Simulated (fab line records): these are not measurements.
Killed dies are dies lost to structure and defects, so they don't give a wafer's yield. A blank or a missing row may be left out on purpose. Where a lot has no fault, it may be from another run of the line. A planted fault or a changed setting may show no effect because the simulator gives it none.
Matching of chambers | flow nand harc | NHARC_A_SLIT_DEP_23 on pecvd-04 has 3 sister chambers
The step deposits SiON, target thk 100 nm. 16 wafers are shown with their chamber, then 7 later ones without.

WAFERS WITH THEIR CHAMBER
wafer  | chamber | heater power w (W) | chamber pressure Torr (Torr)
L885.1 | 2       | 920                | 3.503
L885.4 | 1       | 792                | 3.499
L885.6 | 2       | 948                | 3.493
L886.4 | 0       | 808                | 3.498
L886.5 | 1       | 806                | 3.495
L886.6 | 2       | 763                | 3.511
L887.1 | 1       | 729                | 3.496
L887.3 | 2       | 916                | 3.500
L887.6 | 1       | 714                | 3.505
L891.1 | 1       | 730                | 3.496
L891.5 | 2       | 931                | 3.490
L891.6 | 1       | 740                | 3.485
L892.1 | 0       | 850                | 3.504
L892.4 | 2       | 947                | 3.498
L892.6 | 1       | 740                | 3.488
L893.2 | 0       | 850                | 3.479

SIGNATURES (means of the wafers above)
reading               | chamber 0 | chamber 1 | chamber 2 | scatter within a chamber
heater power w        | 836.00    | 750.14    | 904.17    | 50.5
chamber pressure Torr | 3.49367   | 3.49486   | 3.49917   | 0.00826
Rule: for a wafer and a chamber, the distance is found by dividing, reading by reading, the gap between the wafer's reading and the chamber's mean by the reading's scatter, squaring, summing and taking the root. If the next closest chamber is less than 2 further off than the closest, the wafer can't be placed; otherwise it belongs to the closest. The scatter is the square root of a quotient: the sum, over the shown wafers, of each reading's squared deviation from its chamber's mean, divided by wafers minus chambers.

WAFERS WITHOUT THEIR CHAMBER
wafer  | heater power w (W) | chamber pressure Torr (Torr)
L893.4 | 769                | 3.503
L893.6 | 941                | 3.489
L898.3 | 750                | 3.494
L898.6 | 675                | 3.505
L902.1 | 749                | 3.483
L902.3 | 907                | 3.496
L902.6 | 903                | 3.499

EACH ONE'S CHAMBER
wafer  | from the rows above          | in truth
L893.4 | can't be placed: 1 or 0 or 2 | 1
L893.6 | can't be placed: 2 or 0      | 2
L898.3 | can't be placed: 1 or 0      | 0
L898.6 | can't be placed: 1 or 0      | 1
L902.1 | can't be placed: 1 or 0      | 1
L902.3 | can't be placed: 2 or 0      | 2
L902.6 | can't be placed: 2 or 0      | 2
Placed correctly: 0 of 7. Can't be placed from these rows: 7 (the true chamber is among the candidates in 7). 0 placed wrongly.
